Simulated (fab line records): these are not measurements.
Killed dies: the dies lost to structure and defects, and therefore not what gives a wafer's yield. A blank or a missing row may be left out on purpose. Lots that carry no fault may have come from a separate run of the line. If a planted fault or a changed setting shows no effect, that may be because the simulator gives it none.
Chamber matching || flow n5Finfet || N5_MOL_CONTACT_COAG_ETCHBACK_136 on rieDiel-01 has 4 sister chambers
The step etches SiO2 in CHF3, target depth 25 nm, time 16.7 s. 8 wafers are shown with their chamber, then 12 later ones without.

## EACH WAFER AND ITS CHAMBER
{"wafer": "L075.1", "chamber": 3, "throttleValvePct (%)": 18.67, "drypumpMotorCurrentA (A)": 5.50}
{"wafer": "L080.4", "chamber": 0, "throttleValvePct (%)": 18.49, "drypumpMotorCurrentA (A)": 5.13}
{"wafer": "L082.1", "chamber": 0, "throttleValvePct (%)": 18.46, "drypumpMotorCurrentA (A)": 5.14}
{"wafer": "L083.1", "chamber": 1, "throttleValvePct (%)": 18.94, "drypumpMotorCurrentA (A)": 5.57}
{"wafer": "L083.3", "chamber": 3, "throttleValvePct (%)": 18.71, "drypumpMotorCurrentA (A)": 5.53}
{"wafer": "L085.1", "chamber": 2, "throttleValvePct (%)": 19.32, "drypumpMotorCurrentA (A)": 5.82}
{"wafer": "L085.4", "chamber": 1, "throttleValvePct (%)": 18.97, "drypumpMotorCurrentA (A)": 5.57}
{"wafer": "L085.5", "chamber": 2, "throttleValvePct (%)": 19.32, "drypumpMotorCurrentA (A)": 5.80}

## WAFERS MISSING THEIR CHAMBER
{"wafer": "L089.2", "throttleValvePct (%)": 18.98, "drypumpMotorCurrentA (A)": 5.56}
{"wafer": "L089.4", "throttleValvePct (%)": 18.50, "drypumpMotorCurrentA (A)": 5.13}
{"wafer": "L089.6", "throttleValvePct (%)": 18.96, "drypumpMotorCurrentA (A)": 5.56}
{"wafer": "L094.1", "throttleValvePct (%)": 18.51, "drypumpMotorCurrentA (A)": 5.13}
{"wafer": "L094.2", "throttleValvePct (%)": 18.76, "drypumpMotorCurrentA (A)": 5.55}
{"wafer": "L094.4", "throttleValvePct (%)": 18.96, "drypumpMotorCurrentA (A)": 5.86}
{"wafer": "L095.1", "throttleValvePct (%)": 18.53, "drypumpMotorCurrentA (A)": 5.13}
{"wafer": "L095.4", "throttleValvePct (%)": 18.98, "drypumpMotorCurrentA (A)": 5.87}
{"wafer": "L095.5", "throttleValvePct (%)": 19.00, "drypumpMotorCurrentA (A)": 5.55}
{"wafer": "L097.1", "throttleValvePct (%)": 18.54, "drypumpMotorCurrentA (A)": 5.13}
{"wafer": "L097.2", "throttleValvePct (%)": 18.78, "drypumpMotorCurrentA (A)": 5.57}
{"wafer": "L097.6", "throttleValvePct (%)": 18.54, "drypumpMotorCurrentA (A)": 5.13}

## THE CHAMBER EACH PASSED THROUGH
{"wafer": "L089.2", "from the rows above": 1, "in truth": 1}
{"wafer": "L089.4", "from the rows above": 0, "in truth": 0}
{"wafer": "L089.6", "from the rows above": 1, "in truth": 1}
{"wafer": "L094.1", "from the rows above": 0, "in truth": 0}
{"wafer": "L094.2", "from the rows above": 3, "in truth": 3}
{"wafer": "L094.4", "from the rows above": 2, "in truth": 2}
{"wafer": "L095.1", "from the rows above": 0, "in truth": 0}
{"wafer": "L095.4", "from the rows above": 2, "in truth": 2}
{"wafer": "L095.5", "from the rows above": 1, "in truth": 1}
{"wafer": "L097.1", "from the rows above": 0, "in truth": 0}
{"wafer": "L097.2", "from the rows above": 3, "in truth": 3}
{"wafer": "L097.6", "from the rows above": 0, "in truth": 0}
Correctly placed: 12 of 12. From these rows, 0 cannot be placed. 0 placed wrongly.
How it was worked out, from the rows above alone: a wafer's distance from a chamber is the root of the sum, over the readings, of the square of ((its reading less the chamber's mean) divided by the reading's scatter). The wafer belongs to the nearest chamber; if the next one is less than 2 further off, it can't be placed. The mean given for a chamber averages the wafers shown for that chamber. The scatter: the root of (the sum of the squares of (reading less its chamber's mean) over the shown wafers, divided by (wafers less chambers)).
